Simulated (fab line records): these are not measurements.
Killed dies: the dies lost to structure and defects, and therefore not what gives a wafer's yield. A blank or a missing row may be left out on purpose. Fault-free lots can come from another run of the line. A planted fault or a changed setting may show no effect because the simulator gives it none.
The tool behind it: which one? | flow n5_finfet | 11 lots, 29 wafers sampled, at 4 steps of a route of 1938

WHAT EACH GAUGE READ, for each wafer
N5_BEOL_M2_THK_MEAS_01.
lot  | measured     | on            | M2_ILD_THK (nm)
L411 | day 6 13:52  | film_metro-01 | 77.9 78.0 78.7
L413 | day 6 21:43  | film_metro-01 | 78.4 79.7 78.8
L415 | day 7 15:49  | film_metro-01 | 77.1 79.1
L417 | day 7 22:57  | film_metro-01 | 78.8 80.1
L418 | day 8 01:41  | film_metro-01 | 79.4 79.3
L420 | day 8 17:41  | film_metro-02 | 158.8 162.0 158.9
L419 | day 9 02:07  | film_metro-02 | 78.6 78.9 80.4
L423 | day 9 20:17  | film_metro-02 | 79.1 81.0
L429 | day 11 11:15 | film_metro-02 | 158.0 156.3 159.3
L431 | day 12 05:11 | film_metro-02 | 77.8 77.2 79.2
L432 | day 12 05:27 | film_metro-01 | 79.3 81.3 80.4

EACH LOT AND THE TOOL THAT RAN IT (in order: tool; ch and the chambers of the sampled wafers; start)
lot  | N5_BEOL_M1_CMP_52             | N5_BEOL_M1_CO_CAP_55             | N5_BEOL_M2_ILD_DEP_00
L411 | cmp-03 ch 0,1, day 6 13:11    | cvd_co-01 ch 0,2, day 6 13:34    | pecvd-04 ch 0,1, day 6 13:48
L413 | cmp-03 ch 0,1, day 6 21:02    | cvd_co-02 ch 0,1, day 6 21:24    | pecvd-04 ch 0,1,2, day 6 21:39
L415 | cmp-03 ch 0,2, day 7 15:10    | cvd_co-02 ch 0,1, day 7 15:30    | pecvd-03 ch 0,2, day 7 15:45
L417 | cmp-04 ch 0,1, day 7 22:14    | cvd_co-01 ch 1,2, day 7 22:38    | pecvd-03 ch 1,2, day 7 22:53
L418 | cmp-03 ch 1,2, day 8 01:05    | cvd_co-01 ch 0,2, day 8 01:25    | pecvd-03 ch 0,1, day 8 01:38
L420 | cmp-03 ch 0,1,2, day 8 16:35  | cvd_co-02 ch 0,1,2, day 8 16:57  | pecvd-04 ch 0,2, day 8 17:14
L419 | cmp-04 ch 0,2,3, day 9 01:28  | cvd_co-02 ch 1,2, day 9 01:47    | pecvd-04 ch 0,1,2, day 9 02:02
L423 | cmp-01 ch 0, day 9 19:34      | cvd_co-02 ch 0, day 9 19:58      | pecvd-04 ch 0,1, day 9 20:12
L429 | cmp-04 ch 0,1,2, day 11 10:22 | cvd_co-01 ch 1,2, day 11 10:42   | pecvd-03 ch 0,2, day 11 10:56
L431 | cmp-01 ch 0,2, day 12 04:26   | cvd_co-01 ch 1, day 12 04:50     | pecvd-03 ch 0,1, day 12 05:07
L432 | cmp-03 ch 0,1,2, day 12 04:52 | cvd_co-02 ch 0,1,2, day 12 05:10 | pecvd-03 ch 0,1,2, day 12 05:24
- N5_BEOL_M1_CMP_52: polishes, stops on SiOC, t overpolish 6.8 s, target thk 40 nm.
- N5_BEOL_M1_CO_CAP_55: material Co, precursor CCTBA/H2, target thk 2 nm, time 102.1 s.
- N5_BEOL_M2_ILD_DEP_00: deposits SiOC from DEMS/O2, target thk 79 nm, time 15.3 s.

THE ANSWER, worked out from the rows above alone
Rule: usual is defined by the lots themselves. The widest of any qualifying gaps counts: lots, ordered by their means at a reading, are off when they make up no more than a third of the lots, leave a main group of 4 or more, and stand apart from it by 3 or more times the standard deviation of that group's means. A main group whose means are all the same, to the digits that the tables above print for the reading, isn't used. A lot without any number at a reading at which 4 lots or more have one is off too. Where the step has rows for the other lots, those lots are counted as sound.
Off: at N5_BEOL_M2_THK_MEAS_01 (M2_ILD_THK), L420, L429. The main group: mean 79.1 nm, standard deviation 0.78.
A tool fits if, at a process step before that reading, it ran every lot that is off, and no sound lot after the first of them. The gauges at N5_BEOL_M2_THK_MEAS_01 are tried like those tools. Of those tried, none fits.

WHAT THE SIMULATOR HAD INSERTED
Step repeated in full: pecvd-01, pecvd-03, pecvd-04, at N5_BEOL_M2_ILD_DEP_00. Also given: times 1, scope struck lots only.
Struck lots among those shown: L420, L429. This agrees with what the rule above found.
